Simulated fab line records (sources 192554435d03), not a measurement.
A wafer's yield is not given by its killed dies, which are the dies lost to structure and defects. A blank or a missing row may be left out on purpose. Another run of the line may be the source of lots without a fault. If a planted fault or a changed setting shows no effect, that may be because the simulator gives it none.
Matching of chambers + flow n5_finfet + N5_BEOL_M0_SAQP_PECVD_03 on pecvd-03 has 3 sister chambers
The step deposits SiCN from 3MS/NH3, target thk 12 nm, time 21.1 s. 6 wafers are shown with their chamber, then 10 later ones without.

## WAFERS, EACH WITH ITS CHAMBER
| wafer  | chamber | throttle_valve_pct (%) | rf_fwd_power_W (W) |
|--------|---------|------------------------|--------------------|
| L081.1 | 1       | 9.3                    | 197.3              |
| L081.6 | 0       | 8.1                    | 199.0              |
| L084.6 | 0       | 7.8                    | 199.2              |
| L085.5 | 1       | 9.3                    | 198.6              |
| L086.2 | 2       | 9.0                    | 199.5              |
| L086.5 | 2       | 8.7                    | 198.7              |

## WAFERS WHOSE CHAMBER IS MISSING
| wafer  | throttle_valve_pct (%) | rf_fwd_power_W (W) |
|--------|------------------------|--------------------|
| L086.6 | 8.4                    | 199.4              |
| L091.1 | 8.3                    | 199.6              |
| L091.5 | 9.0                    | 198.3              |
| L091.6 | 8.0                    | 199.6              |
| L094.2 | 7.9                    | 199.2              |
| L094.4 | 9.3                    | 197.2              |
| L094.6 | 8.2                    | 199.8              |
| L096.2 | 9.2                    | 198.9              |
| L096.4 | 9.2                    | 198.8              |
| L096.6 | 9.1                    | 198.2              |

## THE CHAMBER EACH PASSED THROUGH
| wafer  | from the rows above     | in truth |
|--------|-------------------------|----------|
| L086.6 | can't be placed: 2 or 0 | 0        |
| L091.1 | can't be placed: 0 or 2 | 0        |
| L091.5 | can't be placed: 2 or 1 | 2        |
| L091.6 | 0                       | 0        |
| L094.2 | 0                       | 0        |
| L094.4 | 1                       | 1        |
| L094.6 | 0                       | 0        |
| L096.2 | can't be placed: 1 or 2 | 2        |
| L096.4 | can't be placed: 1 or 2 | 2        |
| L096.6 | can't be placed: 1 or 2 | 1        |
Correctly placed: 4 of 10. Unplaceable from these rows: 6, with the true chamber sitting among the candidates in 6. Wrongly placed: 0.
How it was worked out, from the rows above alone: a wafer's distance from a chamber is the root of the sum, over the readings, of the square of ((its reading less the chamber's mean) divided by the reading's scatter). If the next closest chamber is less than 2 further off than the closest, the wafer can't be placed; otherwise it belongs to the closest. A chamber's mean is the mean of its shown wafers. The scatter: take each reading less its chamber's mean, square it, sum over the shown wafers, divide by the number of wafers less the number of chambers, and take the root.
